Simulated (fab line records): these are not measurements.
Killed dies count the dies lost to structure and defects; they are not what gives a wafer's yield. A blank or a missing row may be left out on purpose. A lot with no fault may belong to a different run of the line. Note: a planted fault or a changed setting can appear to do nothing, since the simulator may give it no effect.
One fault through the eyes of 3 desks | flow n5_finfet | only its own numbers are on each desk; what lay behind them is given at the end

AT THE TOOL OWNER'S DESK: pecvd-04
The tool's own readings at N5_BEOL_M15_ILD_DEP_00 (deposits SiO2 from TEOS/O2, target thk 1629.3 nm, time 346.1 s): means of the sampled wafers that have a number, for each lot that ran on this tool. Marked OUT: a lot whose mean sits more than 4 standard deviations from the usual mean, which makes it out of limits; the brackets give that distance.
Columns: A = heater_power_outer_w at N5_BEOL_M15_ILD_DEP_00, usual 293 W; B = heater_power_w at N5_BEOL_M15_ILD_DEP_00, usual 562 W; C = showerhead_plenum_p_Torr at N5_BEOL_M15_ILD_DEP_00, usual 8.34 Torr; D = throttle_valve_pct at N5_BEOL_M15_ILD_DEP_00, usual 18.5 %
lot  | first seen here | A   | B   | C    | D
L511 | day 15 04:22    | 314 | 574 | 8.34 | 18.5
L512 | day 15 14:51    | 274 | 539 | 8.35 | 18.2
This desk's verdict: no lot among the 2 shows anything out of limits.

THE DEFECT DESK
Per lot, the means of the sampled wafers with a number show what the inspections along the route counted. Marked OUT: a lot whose mean sits more than 4 standard deviations from the usual mean, which makes it out of limits; the brackets give that distance.
Columns: A = raw_defect_count at N5_BEOL_M14_INSPECT_55, usual 73; B = raw_defect_count at N5_BEOL_M15_INSPECT_12, usual 2.1
lot  | first seen here | A  | B
L508 | day 14 14:30    | 67 | 1.7
L511 | day 15 04:20    | 90 | 2.7
L512 | day 15 14:42    | 89 | 5.3
L522 | day 17 11:43    | 75 | 2.0
L521 | day 17 18:47    | 90 | 1.0
This desk's verdict: no lot among the 5 shows anything out of limits.

FROM THE METROLOGY DESK
What the gauges read, lot by lot, whatever tool the lot ran on: means of the sampled wafers that have a number. Marked OUT: a lot whose mean sits more than 4 standard deviations from the usual mean, which makes it out of limits; the brackets give that distance.
Columns: A = M14_THK at N5_BEOL_M14_THK_MEAS_50, usual 570 nm; B = M14_RS at N5_BEOL_M14_RS_MEAS_54, usual 0.0329 ohm/sq; C = M15_ILD_THK at N5_BEOL_M15_THK_MEAS_01, usual 1632 nm; D = cd_nm at N5_BEOL_M15_CD_MEAS_10, usual 360.2 nm; E = V14_OVL at N5_BEOL_M15_OVL_MEAS_11, usual 5 nm
lot  | first seen here | A   | B      | C    | D     | E
L508 | day 14 14:20    | 569 | 0.0329 | 1625 | 357.4 | 10
L511 | day 15 04:11    | 580 | 0.0320 | 1626 | 359.5 | 2
L512 | day 15 14:33    | 567 | 0.0328 | 1651 | 358.5 | 8
L522 | day 17 11:34    | 566 | 0.0329 | 1640 | 363.0 | -4
L521 | day 17 18:35    | 564 | 0.0333 | 1610 | 361.0 | 12
This desk's verdict: no lot among the 5 shows anything out of limits.

ALL TOGETHER
The tool owner's desk saw nothing out of limits.
The defect desk saw nothing out of limits.
At the metrology desk, nothing out of limits was observed.

WHAT THE SIMULATOR PUT IN
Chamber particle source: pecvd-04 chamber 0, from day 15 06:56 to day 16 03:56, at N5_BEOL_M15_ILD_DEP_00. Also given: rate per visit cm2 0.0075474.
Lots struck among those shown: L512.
